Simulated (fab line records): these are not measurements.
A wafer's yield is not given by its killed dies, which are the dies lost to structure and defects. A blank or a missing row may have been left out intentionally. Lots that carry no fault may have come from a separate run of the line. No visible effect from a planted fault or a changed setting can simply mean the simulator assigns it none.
fab line records    flow n5Finfet    part 2 of 2: steps 27 to 31 of 31
[record] lots = 5  wafers = 15  lastDay = 17
route steps=1938 shown BEOL_M3@1010 BEOL_M4@1021
lots untouched by any fault: they come from a run of this same line in which no faults occurred
startH: start of the lot's first displayed wafer, in hours after the record's first day    waitH: hours elapsed since this lot's preceding step    " the same as in the row above    L1.1+2: one row covering several wafers at once    - no value present, or no start provided    * or withheld: withheld    < > ~ a bound
route shown NAME@n: NAME is a module with steps in the file, n the number in the route of the first one    usual: mean and standard deviation over wafers with no fault    same: alike in all rows    chamber/n: place in a boat    sites: the reading at each site    _std_site: how widely they spread, as a standard deviation    _edge_site: the outer-site mean with the inner-site mean subtracted    radiusMm: how far each site lies from the wafer's centre    mask NAME#n: copy n    behind: the most recent tool/chamber to have shaped the wafer    hold: why the lot was held/for how many hours/how that ended    device: transistor that didn't switch, given as n, p or np    end of line: at the end of the route, the tests of the same wafers    a step without rows: its recipe alone    killed: not the wafer's yield, but the dies lost to structure and defects at the first sort    map: a wafer's dies, marking killed ones x, the rest . and places with no die _
set.NAME: the setting that was run; set.NAME@STEP: the one run at that earlier step    model.NAME: the simulator's own value behind a step, which no gauge read
a table for each step, a row for each wafer; lots at some steps of the route
services: when a tool's chamber went out of use (startH, in hours from the record's first day, below 0 if earlier), for how many hours, and the reason
[[steps]]
[step N5_BEOL_M4_INSPECT_13]
[recipe] mode = adi  inspectInstrument = brightfield
[usual] rawDefectCount = 362/76
lot.wafer  tool              chamber  startH  waitH  rawDefectCount
L086.1     defectInspect-02  -        227.66  0.1    326
L086.3     "                 -        "       "      226
L086.4     "                 -        "       "      248
L089.2     defectInspect-02  -        241.63  0.0    380
L089.4     "                 -        "       "      396
L089.5     "                 -        "       "      306
L090.2     defectInspect-02  -        266.73  0.0    320
L090.4     "                 -        "       "      339
L090.6     "                 -        "       "      318
L095.2     defectInspect-01  -        286.90  0.0    339
L095.3     "                 -        "       "      255
L095.5     "                 -        "       "      361
L097.1     defectInspect-02  -        296.98  0.1    295
L097.2     "                 -        "       "      348
L097.6     "                 -        "       "      249
[step N5_BEOL_M4_DESCUM_16]
[recipe] chemistry = O2  timeS = 7  sourcePowerW = 50  biasPowerW = 20  pressureMtorr = 20  rfFrequencyHz = 2.712e+07  tempC = 40  resist = CAR-EUV  o2FlowSccm = 225
[usual] drypumpMotorCurrentA = 5.6/0.51  oesProductAu = 0.80/0.1  rfVppV = 243.2/1.2  showerheadPlenumPTorr = 2.10/0.067  throttleValvePct = 20.40/0.19
lot.wafer  tool        chamber  startH  waitH  drypumpMotorCurrentA  oesProductAu  rfHoursCounterH  rfVppV  showerheadPlenumPTorr  throttleValvePct
L086.1     rieDiel-04  1        227.69  0.0    5.6                   0.68          229              242.7   2.06                   20.40
L086.3     "           3        "       "      5.6                   0.71          209              241.8   1.98                   20.21
L086.4     "           2        "       "      6.5                   0.90          30               245.9   2.22                   20.32
L089.2     rieDiel-01  1        241.66  0.0    4.8                   0.87          46               243.7   2.03                   20.10
L089.4     "           2        "       "      5.5                   0.71          200              243.8   2.07                   20.30
L089.5     "           3        "       "      5.8                   0.87          -                243.3   2.13                   20.38
L090.2     rieDiel-06  3        266.77  0.0    6.8                   0.73          203              245.5   2.17                   20.64
L090.4     "           2        "       "      5.4                   0.88          -                241.9   2.04                   20.27
L090.6     "           3        "       "      6.8                   0.73          -                244.0   2.17                   20.62
L095.2     rieDiel-01  2        287.45  0.5    5.5                   0.69          216              242.2   2.07                   20.33
L095.3     "           3        "       "      5.8                   0.85          70               243.2   2.13                   20.41
L095.5     "           1        "       "      4.9                   0.85          -                242.7   2.03                   20.12
L097.1     rieDiel-01  2        297.01  0.0    5.5                   0.69          219              243.3   2.07                   20.32
L097.2     "           0        "       "      5.4                   0.87          52               243.4   2.13                   20.70
L097.6     "           2        "       "      5.5                   0.69          -                244.0   2.07                   20.33
[step N5_BEOL_M4_ETCH_74]
[recipe] chemistry = N2/H2  target = underlayer  targetDepthA = 65  maskMaterial = CAR-EUV  timeS = 5.2  ionEnergyEv = 200  pressureMtorr = 30  sourceW = 840  biasW = 150  n2FlowSccm = 200  h2FlowSccm = 200  ends = cleared
[usual] drypumpMotorCurrentA = 5.6/0.51  etchRfOnTimeS = 5.20/0.067  h2FlowSccm = 200.0/0.6  oesProductAu = 0.68/0.084  rfVppV = 524.4/2.5  showerheadPlenumPTorr = 2.56/0.081  throttleValvePct = 17.85/0.17
lot.wafer  tool        chamber  startH  waitH  drypumpMotorCurrentA  etchRfOnTimeS  h2FlowSccm  oesProductAu  rfHoursCounterH  rfVppV  showerheadPlenumPTorr  throttleValvePct
L086.1     rieDiel-04  1        227.73  0.0    5.6                   5.32           200.9       0.58          229              522.0   2.51                   18.02
L086.3     "           3        "       "      5.7                   5.13           200.2       0.63          209              521.6   2.41                   17.72
L086.4     "           2        "       "      6.5                   5.27           201.1       0.76          30               530.3   2.71                   17.89
L089.2     rieDiel-01  1        241.70  0.0    4.9                   5.19           201.4       0.74          46               522.9   2.48                   17.61
L089.4     "           2        "       "      5.5                   5.22           199.5       0.60          200              523.5   2.52                   17.77
L089.5     "           3        "       "      5.8                   5.29           199.2       0.73          -                524.9   2.59                   17.74
L090.2     rieDiel-06  3        266.80  0.0    6.8                   5.24           199.5       0.61          203              525.3   2.63                   17.90
L090.4     "           2        "       "      5.4                   5.21           200.2       0.76          -                522.9   2.49                   17.68
L090.6     "           3        "       "      6.9                   5.28           199.9       0.61          -                525.8   2.63                   17.91
L095.2     rieDiel-01  2        287.48  0.0    5.5                   5.29           199.5       0.58          216              524.5   2.51                   17.82
L095.3     "           3        "       "      5.8                   5.24           200.1       0.72          70               527.0   2.58                   17.78
L095.5     "           1        "       "      4.8                   5.21           199.2       0.73          -                522.5   2.47                   17.61
L097.1     rieDiel-01  2        297.04  0.0    5.5                   5.20           200.3       0.60          219              524.1   2.51                   17.81
L097.2     "           0        "       "      5.4                   5.09           199.5       0.74          52               525.6   2.60                   18.10
L097.6     "           2        "       "      5.5                   5.21           199.3       0.58          -                520.2   2.51                   17.82
[step N5_BEOL_M4_ETCH_63]
[recipe] chemistry = CF4  target = SiARC  targetDepthA = 156  maskMaterial = CAR-EUV  timeS = 26  ionEnergyEv = 80  pressureMtorr = 40  sourceW = 545  biasW = 36  Ar_flow_sccm = 100  cf4FlowSccm = 100  ends = cleared
[usual] cf4FlowSccm = 100.0/0.32  drypumpMotorCurrentA = 5.6/0.51  etchRfOnTimeS = 25.9/0.38  oesProductAu = 0.69/0.084  rfVppV = 184.1/1.2  showerheadPlenumPTorr = 2.15/0.061  throttleValvePct = 15.59/0.17
lot.wafer  tool        chamber  startH  waitH  cf4FlowSccm  drypumpMotorCurrentA  etchRfOnTimeS  oesProductAu  rfHoursCounterH  rfVppV  showerheadPlenumPTorr  throttleValvePct
L086.1     rieDiel-04  1        227.74  0.0    100.2        5.6                   26.3           0.58          229              184.3   2.11                   15.64
L086.3     "           3        "       "      99.8         5.6                   25.5           0.63          209              181.1   2.04                   15.49
L086.4     "           2        "       "      100.1        6.5                   25.7           0.78          30               184.8   2.27                   15.51
L089.2     rieDiel-01  1        241.71  0.0    99.6         4.9                   25.6           0.75          46               183.3   2.09                   15.31
L089.4     "           2        "       "      100.1        5.5                   25.8           0.61          200              182.5   2.13                   15.56
L089.5     "           3        "       "      100.2        5.8                   26.1           0.74          -                184.7   2.17                   15.48
L090.2     rieDiel-06  3        266.82  0.0    99.5         6.8                   26.0           0.62          203              184.4   2.20                   15.75
L090.4     "           2        "       "      99.8         5.4                   25.6           0.75          -                183.7   2.10                   15.45
L090.6     "           3        "       "      100.7        6.8                   26.0           0.62          -                182.9   2.20                   15.77
L095.2     rieDiel-01  2        287.50  0.0    100.1        5.5                   25.7           0.60          216              182.9   2.12                   15.61
L095.3     "           3        "       "      100.1        5.8                   26.1           0.72          71               185.9   2.16                   15.51
L095.5     "           1        "       "      99.9         4.9                   25.8           0.72          -                183.6   2.09                   15.36
L097.1     rieDiel-01  2        297.06  0.0    100.4        5.5                   26.3           0.60          219              183.0   2.12                   15.62
L097.2     "           0        "       "      100.0        5.3                   25.5           0.74          52               184.1   2.18                   15.76
L097.6     "           2        "       "      100.1        5.5                   26.1           0.59          -                184.7   2.12                   15.60
[step N5_BEOL_M4_ETCH_64]
[recipe] chemistry = N2/H2  target = SOC  targetDepthA = 750  overetchA = 225  maskMaterial = SiARC  tempC = 40  timeS = 121.9  ionEnergyEv = 200  pressureMtorr = 30  sourceW = 840  biasW = 150  n2FlowSccm = 200  h2FlowSccm = 200
[usual] drypumpMotorCurrentA = 5.6/0.51  h2FlowSccm = 200.0/0.56  oesProductAu = 0.61/0.071  rfVppV = 524.3/2.3  showerheadPlenumPTorr = 2.56/0.081  throttleValvePct = 17.81/0.17
lot.wafer  tool        chamber  startH  waitH  drypumpMotorCurrentA  h2FlowSccm  oesProductAu  rfHoursCounterH  rfVppV  showerheadPlenumPTorr  throttleValvePct
L086.1     rieDiel-04  1        227.77  0.0    5.6                   200.1       0.53          229              523.1   2.51                   17.94
L086.3     "           3        "       "      5.6                   200.7       0.55          209              521.2   2.41                   17.65
L086.4     "           2        "       "      6.6                   199.5       0.69          30               528.1   2.71                   17.82
L089.2     rieDiel-01  1        241.74  0.0    4.9                   200.0       0.66          46               521.2   2.48                   17.55
L089.4     "           2        "       "      5.5                   200.1       0.54          200              523.7   2.52                   17.76
L089.5     "           3        "       "      5.8                   199.8       0.66          -                524.6   2.59                   17.71
L090.2     rieDiel-06  3        266.85  0.0    6.8                   200.0       0.55          203              526.0   2.63                   17.85
L090.4     "           2        "       "      5.4                   200.4       0.67          -                520.9   2.49                   17.64
L090.6     "           3        "       "      6.8                   200.3       0.55          -                527.0   2.63                   17.87
L095.2     rieDiel-01  2        287.53  0.0    5.5                   200.4       0.53          216              521.8   2.51                   17.77
L095.3     "           3        "       "      5.8                   200.1       0.64          71               526.5   2.58                   17.73
L095.5     "           1        "       "      4.8                   200.0       0.64          -                521.5   2.47                   17.56
L097.1     rieDiel-01  2        297.09  0.0    5.5                   199.6       0.53          219              524.3   2.51                   17.80
L097.2     "           0        "       "      5.4                   199.6       0.65          52               525.9   2.60                   18.05
L097.6     "           2        "       "      5.5                   201.0       0.53          -                522.8   2.51                   17.78
[[services]]
tool           chamber  startH  hours  kind
cmp-03         -        204.75  0.8    repair
cvdCo-02       -        209.17  1.3    repair
euvScanner-02  -        212.96  1.0    pm
cmp-01         -        213.82  4.0    pm
rieDiel-04     1        217.32  5.2    repair
euvScanner-01  -        219.89  1.0    pm
ecdCu-02       -        225.25  2.6    repair
pecvd-01       2        232.62  4.2    repair
rieDiel-06     1        242.35  55.8   repair
cmp-02         -        246.20  5.2    pm
cvdCo-01       -        247.06  14.6   pm
euvScanner-01  -        260.61  12.0   pm
pecvd-02       0        261.04  21.4   repair
rieDiel-04     0        265.68  8.2    repair
ecdCu-02       -        268.52  3.8    repair
rieDiel-06     2        272.24  7.4    repair
euvScanner-02  -        272.61  1.0    pm
euvScanner-01  -        276.04  1.0    pm
euvScanner-02  -        278.69  4.6    pm
cvdCo-01       -        283.11  0.4    repair
pecvd-03       -        286.97  14.6   pm
euvScanner-01  -        287.04  4.6    pm
cmp-03         -        288.14  4.0    pm
cmp-01         -        292.42  2.4    repair
